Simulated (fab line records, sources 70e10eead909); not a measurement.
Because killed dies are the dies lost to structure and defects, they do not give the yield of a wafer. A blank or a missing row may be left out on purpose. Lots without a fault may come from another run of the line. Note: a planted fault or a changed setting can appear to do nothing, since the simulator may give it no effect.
Struck lot and sound lot, side by side ; flow nand-harc ; 23 out of 1302 route steps
Sound: these wafers, L225.1, L225.2, L225.3. Struck: wafer L221.2 (left out: L221.3, L221.4 of the same lot, which were not struck); the cause appears at the end.
Each step with rows lists, per side, the tool, then ch with its chambers, then its first start. Under that, the readings that differ: sound wafers ; struck wafers ; difference of the means ; sigmas: that difference in standard deviations of wafers without a fault.
alike: words and numbers the same on both sides, and readings whose means are apart by under 2 such deviations; not compared: readings that were withheld, readings missing a value for some wafer, numbers with overlapping values and no deviation given by the record, and bounds like >300 which may hide the same value.
Wherever a step has rows on one side only, a row that says differs or no value, or a row with sigmas, the two part there. When numbers do not overlap yet have no deviation, they are printed without sigmas and do not part them. A reading missing from all wafers of one side parts the sides only when that side holds two or more wafers.

NHARC_P_CONTACT_DEP_00: deposits SiO2, target thk 500 nm.
  sound on pecvd-01 ch 0,2, day 9 03:19; struck on pecvd-04 ch 1
  alike: heater-power-w, throttle-valve-pct
NHARC_P_CONTACT_CMP_01: polishes SiO2, target thk 200 nm.
  sound on cmp-02 ch 0,1,3, day 9 03:56; struck on cmp-04 ch 3, day 7 14:38
  alike: motor-current-A
then, 9 steps without rows for these wafers: NHARC_P_CONTACT_SRD_03; NHARC_P_CONTACT_DEHYDRATE_04 (time 120 s); NHARC_P_CONTACT_HMDS_05 (time 30 s); NHARC_P_CONTACT_COAT_33 (time 75 s); NHARC_P_CONTACT_COAT_34 (time 65 s); NHARC_P_CONTACT_COAT_06 (resist thk 90 nm); NHARC_P_CONTACT_SOFTBAKE_07 (time 55 s); NHARC_P_CONTACT_EBR_08; NHARC_P_CONTACT_EXPOSE_09 (exposes mask P CA, target cd 90 nm).
NHARC_P_CONTACT_PEB_10: peb time 65 s.
  sound on litho-track-01 ch 0, day 9 04:41; struck on litho-track-04 ch 0, day 7 15:22
  alike: plate-temp-C
then, 1 step without rows for these wafers: NHARC_P_CONTACT_DEVELOP_11 (develop time 35 s).
NHARC_P_CONTACT_CD_MEAS_12: target cd 90 nm.
  sound on cd-sem-03 ch 0, day 9 04:46; struck on cd-sem-01 ch 0, day 7 15:26
reading;sound;struck;difference;sigmas
cd-nm (nm);90.3 91.1 90.8;97.1;+6.4;+9
NHARC_P_CONTACT_OVL_MEAS_13:
  sound: overlay-02 at day 9 04:51; struck: overlay-01 at day 7 15:32
  alike: overlay-x-nm, overlay-y-nm
NHARC_P_CONTACT_INSPECT_14:
  sound: defect-inspect-02 at day 9 04:53; struck: defect-inspect-01 at day 7 15:34
  alike: raw-defect-count
NHARC_P_CONTACT_DESCUM_17: chemistry O2, time 3 s.
  sound on rie-diel-05 ch 0,2,3, day 9 04:57; struck on rie-diel-13 ch 3, day 7 15:38
reading;sound;struck;difference;sigmas
rf-hours-counter-h (h);2.6 2.3 2.5;4.5;+2.0;
model.P_CONTACT.cd-nm (nm);89.79 90.51 91.55;96.94;+6.32;
  alike: drypump-motor-current-A, oes-product-au, rf-vpp-V, showerhead-plenum-p-Torr, throttle-valve-pct
NHARC_P_CONTACT_ETCH_35: etches the open film in CF4, target depth 39 nm, time 65 s.
  sound on rie-diel-05 ch 0,1,2, day 9 05:02; struck on rie-diel-13 ch 1, day 7 15:43
reading;sound;struck;difference;sigmas
rf-hours-counter-h (h);2.6 2.8 2.5;4.0;+1.4;
showerhead-plenum-p-Torr (Torr);1.66 1.76 1.70;1.87;+0.16;+3
  alike: drypump-motor-current-A, oes-product-au, rf-vpp-V, throttle-valve-pct
NHARC_P_CONTACT_ETCH_36: etches the open film in N2/H2, target depth 260 nm, time 406.25 s.
  sound on rie-diel-05 ch 0,2,3; struck on rie-diel-13 ch 1
reading;sound;struck;difference;sigmas
rf-hours-counter-h (h);2.7 2.3 2.6;4.1;+1.6;
rf-vpp-V (V);426.5 431.2 427.8;433.5;+5.0;+2
showerhead-plenum-p-Torr (Torr);1.91 2.06 1.95;2.17;+0.20;+2
  alike: drypump-motor-current-A, oes-product-au, throttle-valve-pct
NHARC_P_CONTACT_ETCH_18: etches the open film in C4F8/O2/Ar, target depth 481 nm, time 240.5 s.
  sound on rie-diel-05 ch 0,2,3; struck on rie-diel-13 ch 2
reading;sound;struck;difference;sigmas
rf-hours-counter-h (h);2.8 2.6 2.8;4.4;+1.7;
rf-vpp-V (V);969 980 971;985;+12;+2
  alike: oes-product-au
then, 1 step without rows for these wafers: NHARC_P_CONTACT_STRIP_37 (strips in C4F8/O2/Ar).
NHARC_P_CONTACT_ETCH_31: etches the open film in CH3F/O2, target depth 30 nm, time 85.7 s.
  sound on rie-diel-05 ch 0,2,3; struck on rie-diel-13 ch 2
reading;sound;struck;difference;sigmas
rf-hours-counter-h (h);2.7 2.9 2.9;4.4;+1.6;
showerhead-plenum-p-Torr (Torr);2.49 2.31 2.35;2.56;+0.18;+2
model.P_CONTACT.cd-nm (nm);89.2 90.86 91.78;96.5;+5.9;
  alike: ch3f-flow-sccm, drypump-motor-current-A, oes-product-au, rf-vpp-V, throttle-valve-pct
NHARC_P_CONTACT_CD_MEAS_19:
  sound: cd-sem-02 at day 9 05:49; struck: cd-sem-03 at day 7 16:30
reading;sound;struck;difference;sigmas
cd-nm (nm);89.0 90.8 91.6;96.5;+6.0;+3

## WHERE THEY PART
First at NHARC_P_CONTACT_CD_MEAS_12; last, within this record, at NHARC_P_CONTACT_CD_MEAS_19.

WHY: what had been put in by the simulator
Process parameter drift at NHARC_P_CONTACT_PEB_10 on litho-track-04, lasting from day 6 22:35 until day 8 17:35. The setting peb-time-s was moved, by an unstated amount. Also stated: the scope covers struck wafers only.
